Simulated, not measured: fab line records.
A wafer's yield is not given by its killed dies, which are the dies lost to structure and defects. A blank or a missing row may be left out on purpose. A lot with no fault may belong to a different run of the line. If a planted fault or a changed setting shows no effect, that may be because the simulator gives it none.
Check of tool commonality    flow nand-harc    1 lot, 3 wafers sampled

## WHAT PROMPTED THE OPENING
At NHARC_END_SORT_01 the reading killed-at-periphery is flagged on 1 of 1 lot. Wafers without a fault read 3.4, standard deviation 2.2.
Rule: a lot gets a flag if all its wafers with a number sit over 4 standard deviations from that mean, or if no wafer of it has a number. The other lots count as sound.

lot   measured      on         killed-at-periphery, wafer by wafer  flag
L445  day 21 00:33  prober-01  654 650 647                          FLAGGED
Flagged lots average 650.3: +646.9 relative to the usual, that is +99 or more standard deviations.

## TOOL THAT RAN EACH LOT
The record holds 2 process steps before the reading, out of a route of 1159 steps. Each cell gives the tool, then ch followed by the chambers the sampled wafers passed through, then the start.
lot   flag     NHARC_P_GATE_EXPOSE_08            NHARC_P_GATE_ETCH_104
L445  FLAGGED  krf-scanner-04 ch 0, day 5 07:50  rie-diel-07 ch 1,2,3, day 6 02:44
What these steps do:
- NHARC_P_GATE_EXPOSE_08: exposes mask P HV.
- NHARC_P_GATE_ETCH_104: etches the open film in CF4/CHF3, target depth 60 nm.
- NHARC_END_SORT_01

## FLAGGED AGAINST TOTAL, ONE TOOL AT A TIME (gauges that did the reading follow at the end)
step                    tool            lots run  flagged  share of the flagged lots  sound lots run after its first flagged lot
NHARC_P_GATE_EXPOSE_08  krf-scanner-04  1         1        all                        0
NHARC_P_GATE_ETCH_104   rie-diel-07     1         1        all                        0
NHARC_END_SORT_01       prober-01       1         1        all                        0

## WHAT THE TABLE PERMITS
krf-scanner-04 at NHARC_P_GATE_EXPOSE_08, rie-diel-07 at NHARC_P_GATE_ETCH_104 and prober-01 at NHARC_END_SORT_01: these 3 rows of the table ran every flagged lot.
- krf-scanner-04 at NHARC_P_GATE_EXPOSE_08: 1 of its 1 lot flagged. The start can't be narrowed down: in this sample, it ran no sound lot prior to its first flagged lot.
- rie-diel-07 at NHARC_P_GATE_ETCH_104: 1 of its 1 lot flagged. The start can't be narrowed down: in this sample, it ran no sound lot prior to its first flagged lot.
- prober-01 at NHARC_END_SORT_01: 1 of its 1 lot flagged. The start can't be narrowed down: in this sample, it ran no sound lot prior to its first flagged lot.
Counting lots can't tell these 3 tools apart, because each fits a fault that began at some hour. More lots, or a look at what each step does to the wafer, might.

## WHAT THE SIMULATOR PUT IN
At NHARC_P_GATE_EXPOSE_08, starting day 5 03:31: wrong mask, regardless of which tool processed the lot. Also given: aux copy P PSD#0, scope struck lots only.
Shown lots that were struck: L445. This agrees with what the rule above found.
